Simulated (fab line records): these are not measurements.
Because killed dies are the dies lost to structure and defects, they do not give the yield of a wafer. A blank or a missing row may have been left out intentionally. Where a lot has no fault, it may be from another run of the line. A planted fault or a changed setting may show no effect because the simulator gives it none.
Matching of chambers / flow n5Finfet / rieDiel-01 running N5_MOL_CONTACT_COAG_STRIP_96: 4 sister chambers
The step strips in N2/H2. 4 wafers are shown with their chamber, then 8 later ones without.

## WAFERS, EACH WITH ITS CHAMBER
wafer=L076.4; chamber=2; drypumpMotorCurrentA (A)=6.6
wafer=L091.1; chamber=1; drypumpMotorCurrentA (A)=5.8
wafer=L091.2; chamber=3; drypumpMotorCurrentA (A)=6.0
wafer=L093.1; chamber=0; drypumpMotorCurrentA (A)=6.4

## WAFERS MISSING THEIR CHAMBER
wafer=L093.4; drypumpMotorCurrentA (A)=5.8
wafer=L093.6; drypumpMotorCurrentA (A)=5.8
wafer=L094.1; drypumpMotorCurrentA (A)=5.8
wafer=L094.2; drypumpMotorCurrentA (A)=6.0
wafer=L094.5; drypumpMotorCurrentA (A)=6.4
wafer=L096.2; drypumpMotorCurrentA (A)=6.4
wafer=L096.4; drypumpMotorCurrentA (A)=5.8
wafer=L096.5; drypumpMotorCurrentA (A)=6.5

## CHAMBER TAKEN BY EACH
wafer=L093.4; from the rows above=1; in truth=1
wafer=L093.6; from the rows above=1; in truth=1
wafer=L094.1; from the rows above=1; in truth=1
wafer=L094.2; from the rows above=3; in truth=3
wafer=L094.5; from the rows above=0; in truth=0
wafer=L096.2; from the rows above=0; in truth=0
wafer=L096.4; from the rows above=1; in truth=1
wafer=L096.5; from the rows above=can't be placed: 0 or 2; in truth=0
Correct placement for 7 of the 8. Can't be placed from these rows: 1 (the true chamber is among the candidates in 1). Placed wrongly: 0.
How it was worked out, from the rows above alone: a wafer's distance from a chamber is the root of the sum, over the readings, of the square of ((its reading less the chamber's mean) divided by the reading's scatter). If the next closest chamber is less than 2 further off than the closest, the wafer can't be placed; otherwise it belongs to the closest. The mean given for a chamber averages the wafers shown for that chamber. The scatter: root of mean squared gap, hidden wafer to nearest shown wafer, with one shown wafer a chamber.
